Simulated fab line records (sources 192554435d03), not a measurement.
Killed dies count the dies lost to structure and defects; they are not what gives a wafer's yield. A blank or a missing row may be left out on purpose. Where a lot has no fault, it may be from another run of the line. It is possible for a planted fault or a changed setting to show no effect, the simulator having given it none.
A lot that was struck, set against a sound lot | flow n5-finfet | 28 steps out of a route of 1938
Sound: these wafers, L710.1, L710.2, L710.6. Struck: wafer L728.3. (L728.2, L728.6 of the same lot were not struck and are left out.) The cause comes at the end.
Order at every step that has rows: each side's tool, ch and its chambers, its first start. Under that, the readings that differ: sound wafers | struck wafers | difference of the means | sigmas: that difference in standard deviations of wafers without a fault.
alike: words and numbers the same on both sides, and readings whose means are apart by under 2 such deviations; not compared: readings that were withheld, readings missing a value for some wafer, numbers with overlapping values and no deviation given by the record, and bounds like >300 which may hide the same value.
A row with sigmas, a row that says differs or no value, or rows on one side alone: a step with any of these is where the two part. When numbers do not overlap yet have no deviation, they are printed without sigmas and do not part them. Lack of a reading on every wafer of one side parts them only where that side has two or more wafers.

first, 9 steps without rows for these wafers: N5_BEOL_M0_SAQP_PEB_38 (peb time 60 s); N5_BEOL_M0_SAQP_DEVELOP_39 (develop time 30 s); N5_BEOL_M0_SAQP_DESCUM_45 (chemistry O2, time 7 s); N5_BEOL_M0_SAQP_ETCH_88 (etches underlayer in N2/H2, target depth 6.5 nm, time 5.2 s); N5_BEOL_M0_SAQP_ETCH_73 (etches SiARC in CF4, target depth 19.5 nm, time 32.5 s); N5_BEOL_M0_SAQP_CUT_ETCH_46 (etches SOC in N2/H2, target depth 135 nm, overetch 27 nm, time 202.5 s); N5_BEOL_M0_SAQP_STRIP_74 (strips in N2/H2); N5_BEOL_M0_SAQP_STRIP_89 (strips in N2/H2); N5_BEOL_M0_SAQP_ALD_48 (deposits SiO2, target thk 20 nm, pulse time 1 s, co reactant pulse time 1 s).
N5_BEOL_M0_SAQP_ETCH_49: etches SiO2 in CF4/O2, target depth 37 nm.
  sound on rie-diel-03 ch 0,2, day 6 17:34; struck on rie-diel-02 ch 3, day 10 09:01
  reading                                       | sound             | struck | difference | sigmas
  oes-product-au (a.u.)                         | 0.88 0.74 0.87    | 0.51   | -0.32      | -4
  rf-vpp-V (V)                                  | 237 240 239       | 250    | +11        | +2
  model.BEOL_M0_SAQP.feature-depth-nm (nm)      | 37.8 37.2 37.6    | 19.2   | -18.3      |
  model.etch.depth-nm (nm)                      | 37.88 37.24 37.51 | 19.18  | -18.36     |
  model.SOC_of_BEOL_M0_SAQP_COAT_69.thk-nm (nm) | 70.6 70.4 70.8    | 79.6   | +9.0       |
  alike: drypump-motor-current-A, oes_ar_750_au, showerhead-plenum-p-Torr, throttle-valve-pct
  not compared: rf-hours-counter-h
then, 10 steps without rows for these wafers: N5_BEOL_M0_SAQP_STRIP_75 (strips in CF4); N5_BEOL_M0_CUTY_COAT_50 (time 60 s, resist thk 15 nm); N5_BEOL_M0_CUTY_COAT_51 (resist thk 150 nm); N5_BEOL_M0_CUTY_EBR_52; N5_BEOL_M0_CUTY_SOFTBAKE_53 (time 60 s); N5_BEOL_M0_CUTY_EXPOSE_54 (exposes mask M0 ABLK); N5_BEOL_M0_CUTY_PEB_55 (peb time 60 s); N5_BEOL_M0_CUTY_DEVELOP_56 (develop time 30 s); N5_BEOL_M0_CUTY_DESCUM_61 (chemistry O2, time 7.9 s); N5_BEOL_M0_CUTY_ETCH_62 (etches SiARC in CF4, time 58.5 s).
N5_BEOL_M0_CUTY_ETCH_63: etches SOC in N2/H2, target depth 82.7 nm, overetch 16.5 nm, time 124 s.
  sound on rie-diel-01 ch 2,3, day 6 19:01; struck on rie-diel-06 ch 0, day 10 09:36
  reading                  | sound             | struck | difference | sigmas
  throttle-valve-pct (%)   | 17.99 17.58 17.56 | 18.18  | +0.47      | +2
  model.etch.depth-nm (nm) | 70.54 70.39 70.85 | 79.7   | +9.1       |
  alike: drypump-motor-current-A, oes-product-au, rf-vpp-V, showerhead-plenum-p-Torr
  not compared: rf-hours-counter-h
then, 3 steps without rows for these wafers: N5_BEOL_M0_CUTY_STRIP_64 (strips in N2/H2); N5_BEOL_M0_ETCH_138 (etches SiCN in CH3F/O2, target depth 12 nm, time 31.6 s); N5_BEOL_M0_HM_OPEN_105 (chemistry Cl2/BCl3, target TiN, target depth 12 nm).
N5_BEOL_M0_STRIP_140: strips in CF4.
  sound on rie-diel-01 ch 0,1,2, day 6 20:37; struck on rie-diel-01 ch 0, day 10 13:10
  reading                                       | sound        | struck | difference | sigmas
  model.SiO2_of_BEOL_M0_SAQP_ALD_48.thk-nm (nm) | 10.6 11 10.8 | 15.4   | +4.6       |
  alike: drypump-motor-current-A, oes-product-au, rf-vpp-V, showerhead-plenum-p-Torr, throttle-valve-pct
  not compared: rf-hours-counter-h
then, 1 step without rows for these wafers: N5_BEOL_M0_STRIP_104 (strips in N2/H2).
-- the record jumps here: 2 days lie between the struck wafers' starts before and after (it left off in module BEOL_M0 and takes up again in module BEOL_M4, whose first step shown is number 1111 of the route) --
N5_BEOL_M4_RC_MEAS_101:
  sound on prober-02 ch 0, day 8 22:43; struck on prober-02 ch 0, day 12 16:23
  alike: DIBL_N, DIBL_P, IOFF_N, IOFF_P, ION_N, ION_P, SS_N, SS_P, VT_N, VT_P
-- the record jumps here: 4 days lie between the struck wafers' starts before and after (it left off in module BEOL_M4 and takes up again in module PASSIVATION, whose first step shown is number 1936 of the route) --
N5_PASSIVATION_PROBE_49:
  sound on prober-02 at day 13 16:14; struck on prober-01 at day 17 00:52
  alike: defect-limited-yield, killed_at_M0_to_M3, killed_at_M4_up, killed-at-contacts, killed-at-front-end, killed-at-other, killed-dies, killed-open, killed-short, sort_bin_5_function, sort_bin_6_memory, sort-n-pass, sort-yield-pct

== WHERE THEY PART ==
At N5_BEOL_M0_SAQP_ETCH_49 first; at N5_BEOL_M0_CUTY_ETCH_63 last (within this record only). Later steps at which nothing parts them and some readings are alike: N5_BEOL_M0_STRIP_140, N5_BEOL_M4_RC_MEAS_101, N5_PASSIVATION_PROBE_49.

WHY: what had been put in by the simulator
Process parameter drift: rie-diel-02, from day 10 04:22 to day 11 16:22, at N5_BEOL_M0_SAQP_ETCH_49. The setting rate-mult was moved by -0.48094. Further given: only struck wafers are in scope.
